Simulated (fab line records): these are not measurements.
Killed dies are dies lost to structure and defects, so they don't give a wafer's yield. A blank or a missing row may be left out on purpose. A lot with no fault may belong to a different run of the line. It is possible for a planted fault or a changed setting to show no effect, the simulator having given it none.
Which tool is to blame?	flow n5_finfet	12 lots, 36 wafers sampled, at 3 steps of a route of 1938

== WHAT THE GAUGES SHOWED, per wafer ==
N5_BEOL_M6_RS_MEAS_57: measurement is done with a four-point probe.
lot	measured	on	M6_RS (ohm/sq)
L780	day 8 15:53	film_metro-01	0.284 0.278 0.282
L782	day 9 01:48	film_metro-01	0.286 0.286 0.285
L781	day 9 01:44	film_metro-01	0.281 0.283 0.278
L783	day 9 17:53	film_metro-02	0.272 0.283 0.275
L788	day 11 08:32	film_metro-01	0.289 0.280 0.279
L789	day 11 14:47	film_metro-02	0.283 0.288 0.278
L793	day 12 17:37	film_metro-01	0.289 0.288 0.279
L795	day 13 05:38	film_metro-02	0.288 0.283 0.286
L798	day 13 20:19	film_metro-01	0.285 0.283 0.283
L799	day 13 23:48	film_metro-01	0.285 0.293 0.288
L800	day 14 01:41	film_metro-02	0.290 0.287 0.289
L802	day 15 04:51	film_metro-01	0.279 0.283 0.281

== TOOL THAT RAN EACH LOT (tool first, then ch and the chambers of the sampled wafers, then the start) ==
lot	N5_BEOL_M6_DEGAS_44	N5_BEOL_M6_SURFACE_TREAT_79
L780	pvd_sputter-01, day 8 12:57	pvd_sputter-02, day 8 14:37
L782	pvd_sputter-03, day 8 23:39	pvd_sputter-02, day 9 00:09
L781	pvd_sputter-02, day 8 23:41	pvd_sputter-01, day 9 00:10
L783	pvd_sputter-03, day 9 15:39	pvd_sputter-02, day 9 16:14
L788	pvd_sputter-02, day 11 05:19	pvd_sputter-02, day 11 05:56
L789	pvd_sputter-03, day 11 12:52	pvd_sputter-02, day 11 13:28
L793	pvd_sputter-03, day 12 15:04	pvd_sputter-02, day 12 15:28
L795	pvd_sputter-03, day 13 02:40	pvd_sputter-01, day 13 04:13
L798	pvd_sputter-02, day 13 18:28	pvd_sputter-01, day 13 18:53
L799	pvd_sputter-01, day 13 21:59	pvd_sputter-01, day 13 22:40
L800	pvd_sputter-02, day 14 00:01	pvd_sputter-03, day 14 00:25
L802	pvd_sputter-03, day 15 02:28	pvd_sputter-03, day 15 03:10
- N5_BEOL_M6_DEGAS_44: time 60 s.
- N5_BEOL_M6_SURFACE_TREAT_79

== AS READ BY THE TOOLS THEMSELVES (means over the sampled wafers that have a number; for cases with no such wafer, the mark the record gives instead) ==
N5_BEOL_M6_DEGAS_44.
lot	tool	heater_power_w (W)
L780	pvd_sputter-01	304
L782	pvd_sputter-03	354
L781	pvd_sputter-02	335
L783	pvd_sputter-03	352
L788	pvd_sputter-02	335
L789	pvd_sputter-03	386
L793	pvd_sputter-03	349
L795	pvd_sputter-03	351
L798	pvd_sputter-02	343
L799	pvd_sputter-01	333
L800	pvd_sputter-02	332
L802	pvd_sputter-03	312

== THE ANSWER, worked out from the rows above alone ==
Rule: the usual values come from the lots themselves. Put in order of their means at a reading, lots are off if they are a third of the lots or fewer, leave a main group of 4 or more, and stand apart from it by a gap of 3 or more times the standard deviation of the main group's means; of several such gaps the widest counts. A main group is skipped when, at the precision printed for the reading in the tables above, its means are all equal. Also off: a lot with no number at a reading for which 4 or more lots have one. Where the step has rows for the other lots, those lots are counted as sound. First the gauges in route order, then the tools' own readings, where a lot's mean is used as printed above. At the first step where some lot is off, the reading lying furthest off is the one used; lots without a number count as furthest.
Nothing can be told from this: no lot is off at any reading shown.

== WHAT THE SIMULATOR PUT IN ==
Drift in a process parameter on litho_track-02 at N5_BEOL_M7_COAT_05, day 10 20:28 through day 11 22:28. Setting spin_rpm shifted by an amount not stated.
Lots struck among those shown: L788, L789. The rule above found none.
